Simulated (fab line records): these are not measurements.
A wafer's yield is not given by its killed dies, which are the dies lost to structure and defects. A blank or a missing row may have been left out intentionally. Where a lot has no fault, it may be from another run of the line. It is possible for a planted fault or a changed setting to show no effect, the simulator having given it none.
Chamber matching -- flow nand-harc -- NHARC_A_STAIRCASE_ETCH_444 on rie-diel-03: 4 sister chambers
The step etches the open film in C4F8/O2, target depth 10200 nm, time 3400 s. 22 wafers are shown with their chamber, then 11 later ones without.

EACH WAFER AND ITS CHAMBER
wafer,chamber,rf-vpp-V (V),chamber-pressure-mTorr (mTorr),oes-product-au (a.u.)
L076.1,3,809,24.983,0.908
L076.2,2,809,24.987,0.936
L076.6,1,814,24.987,0.932
L079.1,2,810,25.000,0.931
L079.3,3,809,24.973,0.919
L079.6,3,810,24.972,0.931
L079.2,1,814,24.991,0.921
L079.4,0,809,25.005,0.923
L079.5,2,808,25.005,0.918
L078.2,0,809,25.000,0.924
L078.3,1,815,25.001,0.925
L078.4,2,809,25.020,0.925
L082.2,0,809,25.033,0.923
L082.3,1,815,24.980,0.929
L082.4,3,808,25.021,0.930
L082.1,2,810,25.013,0.935
L082.5,0,808,25.037,0.930
L082.6,1,814,24.988,0.933
L086.1,1,815,24.965,0.925
L086.2,3,809,24.987,0.929
L086.4,0,809,25.002,0.921
L086.3,2,808,25.008,0.931

SIGNATURES (averages over the wafers above)
reading,chamber 0,chamber 1,chamber 2,chamber 3,scatter within a chamber
rf-vpp-V,808.80,814.50,809.00,809.00,0.679
chamber-pressure-mTorr,25.01540,24.98533,25.00550,24.98720,0.0154
oes-product-au,0.92420,0.92750,0.92933,0.92340,0.00655
Rule: distance of a wafer from a chamber = root of the sum over the readings of ((wafer's reading minus chamber's mean) / reading's scatter) squared. If the next closest chamber is less than 2 further off than the closest, the wafer can't be placed; otherwise it belongs to the closest. How the scatter is found: for the shown wafers, subtract from each reading the mean of its chamber, square and add these, divide the total by (wafers less chambers), then take the root.

WAFERS WHOSE CHAMBER IS MISSING
wafer,rf-vpp-V (V),chamber-pressure-mTorr (mTorr),oes-product-au (a.u.)
L086.5,809,25.003,0.923
L086.6,808,24.990,0.929
L091.4,814,24.993,0.948
L091.5,811,25.006,0.957
L091.6,808,24.993,0.949
L095.1,808,25.045,0.944
L095.2,814,24.953,0.968
L095.3,808,24.928,0.953
L096.2,807,24.996,0.930
L096.5,809,25.026,0.932
L096.6,810,25.014,0.933

WHICH CHAMBER EACH ONE RAN IN
wafer,from the rows above,in truth
L086.5,can't be placed: 0 or 2 or 3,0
L086.6,can't be placed: 3 or 2 or 0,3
L091.4,1,1
L091.5,can't be placed: 2 or 0 or 3 or 1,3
L091.6,can't be placed: 2 or 3 or 0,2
L095.1,can't be placed: 2 or 0 or 3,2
L095.2,1,1
L095.3,can't be placed: 3 or 2 or 0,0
L096.2,can't be placed: 2 or 0 or 3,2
L096.5,can't be placed: 2 or 0 or 3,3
L096.6,can't be placed: 2 or 0 or 3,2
Correctly placed: 2 of 11. Can't be placed from these rows: 9 (the true chamber is among the candidates in 9). Wrongly placed: 0.
